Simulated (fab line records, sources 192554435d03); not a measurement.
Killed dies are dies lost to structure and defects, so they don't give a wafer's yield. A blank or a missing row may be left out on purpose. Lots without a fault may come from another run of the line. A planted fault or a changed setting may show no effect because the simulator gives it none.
Chamber matching | flow n5_finfet | N5_BEOL_M15_ETCH_59 on rie_diel-04: 4 sister chambers
The step etches BARC in N2/H2, target depth 89 nm, overetch 26.7 nm, time 67.9 s. 4 wafers are shown with their chamber, then 8 later ones without.

WAFERS WITH THEIR CHAMBER
wafer  | chamber | drypump_motor_current_A (A)
L085.2 | 2       | 5.7
L090.2 | 1       | 6.5
L091.6 | 3       | 6.6
L089.1 | 0       | 5.7

WAFERS WITHOUT THEIR CHAMBER
wafer  | drypump_motor_current_A (A)
L089.4 | 6.6
L089.5 | 5.7
L095.2 | 5.8
L095.3 | 5.7
L095.4 | 5.7
L097.3 | 6.6
L097.5 | 5.7
L097.6 | 6.5

WHICH CHAMBER EACH WENT THROUGH
wafer  | from the rows above     | in truth
L089.4 | 3                       | 3
L089.5 | can't be placed: 0 or 2 | 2
L095.2 | can't be placed: 0 or 2 | 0
L095.3 | can't be placed: 0 or 2 | 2
L095.4 | can't be placed: 0 or 2 | 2
L097.3 | 3                       | 3
L097.5 | can't be placed: 0 or 2 | 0
L097.6 | 1                       | 1
Placed correctly: 3 of 8. Can't be placed from these rows: 5 (the true chamber is among the candidates in 5). Placed wrongly: 0.
How it was worked out, from the rows above alone: a wafer's distance from a chamber is the root of the sum, over the readings, of the square of ((its reading less the chamber's mean) divided by the reading's scatter). The wafer belongs to the nearest chamber; if the next one is less than 2 further off, it can't be placed. A chamber's mean is the mean of its shown wafers. The scatter: with one shown wafer a chamber, the root of the mean of the squares of how far each hidden wafer lies from its nearest shown one.
